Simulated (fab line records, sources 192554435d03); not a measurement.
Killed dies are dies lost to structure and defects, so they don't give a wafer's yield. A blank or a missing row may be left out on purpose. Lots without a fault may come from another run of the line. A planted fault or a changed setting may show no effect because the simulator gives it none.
Chamber matching | flow n5_finfet | N5_BEOL_M13_DESCUM_33 on rie_diel-03: 4 sister chambers
The step chemistry O2, time 7.9 s. 20 wafers are shown with their chamber, then 10 later ones without.

WAFERS WITH THEIR CHAMBER
wafer  | chamber | showerhead_plenum_p_Torr (Torr) | oes_product_au (a.u.) | throttle_valve_pct (%)
L080.2 | 2       | 2.07                            | 0.69                  | 20.25
L080.3 | 1       | 2.10                            | 0.70                  | 20.79
L080.6 | 1       | 2.10                            | 0.69                  | 20.77
L083.2 | 0       | 2.21                            | 0.93                  | 20.08
L083.3 | 1       | 2.09                            | 0.68                  | 20.81
L083.6 | 1       | 2.09                            | 0.69                  | 20.76
L085.2 | 1       | 2.09                            | 0.69                  | 20.81
L085.3 | 0       | 2.21                            | 0.92                  | 20.11
L085.4 | 3       | 1.98                            | 0.71                  | 20.68
L084.1 | 1       | 2.09                            | 0.68                  | 20.81
L084.5 | 1       | 2.09                            | 0.68                  | 20.80
L084.6 | 2       | 2.06                            | 0.69                  | 20.29
L087.2 | 0       | 2.21                            | 0.92                  | 20.10
L087.3 | 1       | 2.09                            | 0.69                  | 20.81
L087.5 | 1       | 2.09                            | 0.69                  | 20.80
L088.2 | 0       | 2.21                            | 0.91                  | 20.09
L088.3 | 3       | 1.98                            | 0.70                  | 20.70
L088.5 | 0       | 2.21                            | 0.90                  | 20.12
L089.1 | 2       | 2.06                            | 0.69                  | 20.31
L089.2 | 3       | 1.98                            | 0.70                  | 20.69

SIGNATURES (means of the wafers above)
reading                  | chamber 0 | chamber 1 | chamber 2 | chamber 3 | scatter within a chamber
showerhead_plenum_p_Torr | 2.2100    | 2.0922    | 2.0633    | 1.9800    | 0.00373
oes_product_au           | 0.9160    | 0.6878    | 0.6900    | 0.7033    | 0.00767
throttle_valve_pct       | 20.1000   | 20.7956   | 20.2833   | 20.6900   | 0.0192
Rule: a wafer's distance from a chamber is the root of the sum, over the readings, of the square of ((its reading less the chamber's mean) divided by the reading's scatter). The wafer belongs to the nearest chamber; if the next one is less than 2 further off, it can't be placed. The scatter: the root of (the sum of the squares of (reading less its chamber's mean) over the shown wafers, divided by (wafers less chambers)).

WAFERS WITHOUT THEIR CHAMBER
wafer  | showerhead_plenum_p_Torr (Torr) | oes_product_au (a.u.) | throttle_valve_pct (%)
L089.3 | 2.21                            | 0.89                  | 20.12
L092.1 | 2.21                            | 0.88                  | 20.11
L092.2 | 2.09                            | 0.68                  | 20.82
L092.4 | 2.06                            | 0.67                  | 20.31
L094.2 | 2.09                            | 0.69                  | 20.81
L094.5 | 2.21                            | 0.88                  | 20.12
L094.6 | 2.06                            | 0.67                  | 20.30
L095.1 | 2.09                            | 0.68                  | 20.83
L095.2 | 1.98                            | 0.70                  | 20.69
L095.4 | 2.09                            | 0.67                  | 20.83

WHICH CHAMBER EACH WENT THROUGH
wafer  | from the rows above | in truth
L089.3 | 0                   | 0
L092.1 | 0                   | 0
L092.2 | 1                   | 1
L092.4 | 2                   | 2
L094.2 | 1                   | 1
L094.5 | 0                   | 0
L094.6 | 2                   | 2
L095.1 | 1                   | 1
L095.2 | 3                   | 3
L095.4 | 1                   | 1
Placed correctly: 10 of 10. Can't be placed from these rows: 0. Placed wrongly: 0.
